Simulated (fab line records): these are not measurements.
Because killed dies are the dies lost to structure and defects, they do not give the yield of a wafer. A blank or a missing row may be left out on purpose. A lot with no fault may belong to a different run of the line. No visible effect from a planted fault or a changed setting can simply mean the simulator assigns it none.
Split-lot study -- flow n5Finfet -- route with 1938 steps; 7 lots, 21 wafers read

== THE SPLIT ITSELF ==
At N5_BEOL_M13_COAT_65 (time 60 s, resist thk 350 nm), the setting spinRpm was moved away from the recipe's 1500 rpm on 7 of the 21 wafers read, by -11.0% to +5.0%. This setting was run at the recipe's value on the other wafers.

The split's own step is where the reading is taken.

== THE READING ==
SOC_of_BEOL_M13_COAT_65.thkNm (the simulator's own value, which no gauge read), in nm, at N5_BEOL_M13_COAT_65 (time 60 s, resist thk 350 nm). No usual value for it is given in the file. Average 349.1 nm, standard deviation 1.3 nm, over the 14 wafers here run with the recipe.

wafer,"tool, chamber at the split","spinRpm as run, rpm",against the recipe,"SOC_of_BEOL_M13_COAT_65.thkNm, nm",against lot-mates on the recipe
L074.3,"lithoTrack-04, 0",1500,recipe,349.4,-
L074.4,"lithoTrack-04, 0",1500,recipe,351,-
L074.6,"lithoTrack-04, 0",1500,recipe,350,-
L082.3,"lithoTrack-01, 0",1500,recipe,347.2,-
L082.4,"lithoTrack-01, 0",1500,recipe,347,-
L082.5,"lithoTrack-01, 0",1500,recipe,349.4,-
L084.2,"lithoTrack-01, 0",1500,recipe,349.8,-
L084.5,"lithoTrack-01, 0",1500,recipe,349.6,-
L084.6,"lithoTrack-01, 0",1500,recipe,349.4,-
L087.2,"lithoTrack-02, 0",1376,-8.3%,365.8,+14.6
L087.3,"lithoTrack-02, 0",1500,recipe,351.2,-
L087.4,"lithoTrack-02, 0",1376,-8.3%,365.6,+14.4
L089.3,"lithoTrack-04, 0",1413,-5.8%,359.2,no lot-mate on the recipe
L089.4,"lithoTrack-04, 0",1413,-5.8%,360.6,no lot-mate on the recipe
L089.6,"lithoTrack-04, 0",1413,-5.8%,358.2,no lot-mate on the recipe
L096.1,"lithoTrack-02, 0",1335,-11.0%,368,+20.2
L096.2,"lithoTrack-02, 0",1500,recipe,348,-
L096.6,"lithoTrack-02, 0",1500,recipe,347.6,-
L097.4,"lithoTrack-02, 0",1500,recipe,349.8,-
L097.5,"lithoTrack-02, 0",1575,+5.0%,340.6,-8.6
L097.6,"lithoTrack-02, 0",1500,recipe,348.6,-

FIT RESULTS
A straight line over all 21 wafers: SOC_of_BEOL_M13_COAT_65.thkNm changes by -1.82 nm for each +1% of spinRpm; r = -0.98; the points scatter about the line by 1.3 nm.
The same after taking each lot's own level away (the mean of its wafers on the recipe; 18 wafers): -1.78 nm for each +1%; r = -1.00; scatter 0.63 nm.
That fit puts the effect of the largest move of spinRpm on the reading at 20 nm.
Measured against the standard deviation above, the lots' own levels, which go from 347.80 to 351.20 nm, span 2.7 times it.
The two slopes agree, so the slope changes little with the lot-to-lot level.
Check: +19.2 nm against its lot-mates is what the line predicts for one of the wafers moved furthest among these (-11.0%) when that wafer is left out of the fit. Against them it came out at +20.2 nm.

== OTHER SPLITS ON THESE WAFERS ==
These wafers also went through other splits before the reading. Each is held against what the fit with the lots' levels taken away leaves over:
other split on the same wafers,wafers away from the commonest value,r with SOC_of_BEOL_M13_COAT_65.thkNm (lot level and that fit taken away)
N5_BEOL_M11_COAT_22 spinRpm,7,+0.06
N5_BEOL_M13_EXPOSE_07 doseMj,6,-0.35
N5_BEOL_M13_DESCUM_15 timeS,8,+0.21

== FILE'S OWN FIT ==
SOC_of_BEOL_M13_COAT_65.thkNm changes by -1.8 nm for each +1% of spinRpm, r = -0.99.
